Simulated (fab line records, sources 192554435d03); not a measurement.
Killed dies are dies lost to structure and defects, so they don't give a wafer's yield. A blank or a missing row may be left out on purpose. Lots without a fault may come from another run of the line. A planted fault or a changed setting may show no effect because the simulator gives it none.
Split-lot experiment | flow n5_finfet | 7 lots, 39 wafers read, on a route of 1938 steps

THE SPLIT
At N5_MOL_CONTACT_COAG_ALD_123 (deposits SiNx, target thk 5 nm, pulse time 1 s, purge time 2 s), the setting ald_cycles was moved away from the recipe's 100 on 12 of the 39 wafers read, by -16.0% to +17.0%. The other wafers ran this setting at the recipe's value.

FROM THE SPLIT TO THE READING: what the file shows between them, 4 steps
- N5_MOL_CONTACT_COAG_PECVD_31: deposits SiO2 from TEOS/O2, target thk 46 nm, time 8.9 s
- N5_MOL_CONTACT_COAG_COAT_75: time 60 s, resist thk 60 nm
- N5_MOL_CONTACT_COAG_STRIP_120: strips in CHF3
- N5_MOL_CONTACT_COAG_VIA_ETCH_117: etches SiO2 in C4F6/O2, target depth 40 nm, overetch 8 nm, time 26 s

THE READING
etch.depth_nm (the simulator's own value, which no gauge read), in nm, at N5_MOL_CONTACT_COAG_ETCH_124 (etches SiNx in CH3F/O2, stops on SiOC, target depth 6.5 nm). The file gives no usual value for it. The 27 wafers here that ran the recipe average 4.989 nm, standard deviation 0.027 nm.

wafer  | tool, chamber at the split | ald_cycles as run | against the recipe | etch.depth_nm, nm | against lot-mates on the recipe
L074.1 | ald_sin-03, 0,1,3          | 100               | recipe             | 4.973             | -
L074.2 | ald_sin-03, 2              | 86                | -14.0%             | 4.325             | -0.643
L074.3 | ald_sin-03, 0,1,3          | 100               | recipe             | 4.95              | -
L074.4 | ald_sin-03, 0,1,3          | 100               | recipe             | 4.982             | -
L074.5 | ald_sin-03, 0,3            | 86                | -14.0%             | 4.251             | -0.717
L074.6 | ald_sin-03, 0,3            | 86                | -14.0%             | 4.263             | -0.705
L075.2 | ald_sin-04, 2,0,0          | 100               | recipe             | 5.05              | -
L075.3 | ald_sin-04, 2,0,0          | 100               | recipe             | 5.008             | -
L075.5 | ald_sin-04, 2,0,0          | 100               | recipe             | 5.01              | -
L076.1 | ald_sin-03, 3,0,2,1,0,1    | 100               | recipe             | 4.994             | -
L076.2 | ald_sin-03, 3,0,2,1,0,1    | 100               | recipe             | 4.962             | -
L076.3 | ald_sin-03, 3,0,2,1,0,1    | 100               | recipe             | 5.011             | -
L076.4 | ald_sin-03, 3,0,2,1,0,1    | 100               | recipe             | 4.987             | -
L076.5 | ald_sin-03, 3,0,2,1,0,1    | 100               | recipe             | 4.999             | -
L076.6 | ald_sin-03, 3,0,2,1,0,1    | 100               | recipe             | 4.966             | -
L079.1 | ald_sin-01, 1,0,0          | 117               | +17.0%             | 5.812             | +0.847
L079.2 | ald_sin-01, 3,2,1          | 100               | recipe             | 4.963             | -
L079.3 | ald_sin-01, 3,2,1          | 100               | recipe             | 5.001             | -
L079.4 | ald_sin-01, 1,0,0          | 117               | +17.0%             | 5.78              | +0.815
L079.5 | ald_sin-01, 1,0,0          | 117               | +17.0%             | 5.783             | +0.818
L079.6 | ald_sin-01, 3,2,1          | 100               | recipe             | 4.932             | -
L087.1 | ald_sin-01, 2,0,1,3,2,1    | 100               | recipe             | 5.026             | -
L087.2 | ald_sin-01, 2,0,1,3,2,1    | 100               | recipe             | 4.99              | -
L087.3 | ald_sin-01, 2,0,1,3,2,1    | 100               | recipe             | 4.953             | -
L087.4 | ald_sin-01, 2,0,1,3,2,1    | 100               | recipe             | 4.953             | -
L087.5 | ald_sin-01, 2,0,1,3,2,1    | 100               | recipe             | 4.999             | -
L087.6 | ald_sin-01, 2,0,1,3,2,1    | 100               | recipe             | 4.963             | -
L089.1 | ald_sin-03, 3,2,3          | 100               | recipe             | 4.995             | -
L089.2 | ald_sin-03, 1,0,0          | 95                | -5.0%              | 4.748             | -0.247
L089.3 | ald_sin-03, 1,0,0          | 95                | -5.0%              | 4.761             | -0.234
L089.4 | ald_sin-03, 3,2,3          | 100               | recipe             | 5.012             | -
L089.5 | ald_sin-03, 3,2,3          | 100               | recipe             | 4.977             | -
L089.6 | ald_sin-03, 1,0,0          | 95                | -5.0%              | 4.734             | -0.261
L094.1 | ald_sin-03, 1,0,0          | 100               | recipe             | 4.996             | -
L094.2 | ald_sin-03, 1,0,0          | 100               | recipe             | 5.025             | -
L094.3 | ald_sin-03, 2,3,3          | 84                | -16.0%             | 4.194             | -0.820
L094.4 | ald_sin-03, 2,3,3          | 84                | -16.0%             | 4.226             | -0.788
L094.5 | ald_sin-03, 1,0,0          | 100               | recipe             | 5.02              | -
L094.6 | ald_sin-03, 2,3,3          | 84                | -16.0%             | 4.207             | -0.807
Where a row lists several chambers, the file gives one row for several wafers and doesn't say which wafer went through which chamber.

THE FIT
A straight line over all 39 wafers: etch.depth_nm changes by +0.0485 nm for each +1% of ald_cycles; r = +1.00; the points scatter about the line by 0.028 nm.
The same after taking each lot's own level away (the mean of its wafers on the recipe; 39 wafers): +0.0493 nm for each +1%; r = +1.00; scatter 0.021 nm.
On that fit, the largest move of ald_cycles shifts the reading by 0.84 nm.
The lots' own levels span 4.9653 to 5.0227 nm, that is 2.1 times the standard deviation above.
So the lot-to-lot level changes the slope little: the two slopes agree.
Check: with one of the wafers moved furthest among these (+17.0%) left out of the fit, the line predicts +0.834 nm for it against its lot-mates. It came out at +0.847 nm against them.

OTHER SPLITS ON THESE WAFERS
These wafers also went through other splits before the reading. Each is held against what the fit with the lots' levels taken away leaves over:
other split on the same wafers       | wafers away from the commonest value | r with etch.depth_nm (lot level and that fit taken away)
N5_FIN_SAQP_ALD_61 temp_c            | 15                                   | +0.03
N5_FIN_SAQP_ETCH_65 time_s           | 12                                   | -0.24
N5_DUMMY_GATE_ETCH_31 target_depth_a | 15                                   | +0.07
N5_DUMMY_GATE_ETCH_32 time_s         | 15                                   | +0.15
N5_SD_EPI_N_LINER_46 target_thk_a    | 12                                   | +0.20
N5_SD_EPI_P_EPI_21 temp_c            | 18                                   | +0.23
N5_HKMG_FIN_ETCH_32 target_depth_a   | 18                                   | +0.39

THE WHOLE CHAIN: every reading that the file lists as answering this split, in the file's order
step                         | what it does                                                   | reading                                                                                  | change (the file's fit)                | r (the file's)
N5_MOL_CONTACT_COAG_ALD_123  | deposits SiNx, target thk 5 nm, pulse time 1 s, purge time 2 s | SiNx_of_MOL_CONTACT_COAG_ALD_123.thk_nm (the simulator's own value, which no gauge read) | +0.0492 nm for each +1% of the setting | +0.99
N5_MOL_CONTACT_COAG_ETCH_124 | etches SiNx in CH3F/O2, stops on SiOC, target depth 6.5 nm     | etch.depth_nm (the simulator's own value, which no gauge read)                           | +0.0493 nm for each +1% of the setting | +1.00

THE FILE'S OWN FIT
etch.depth_nm changes by +0.0493 nm for each +1% of ald_cycles, r = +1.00.
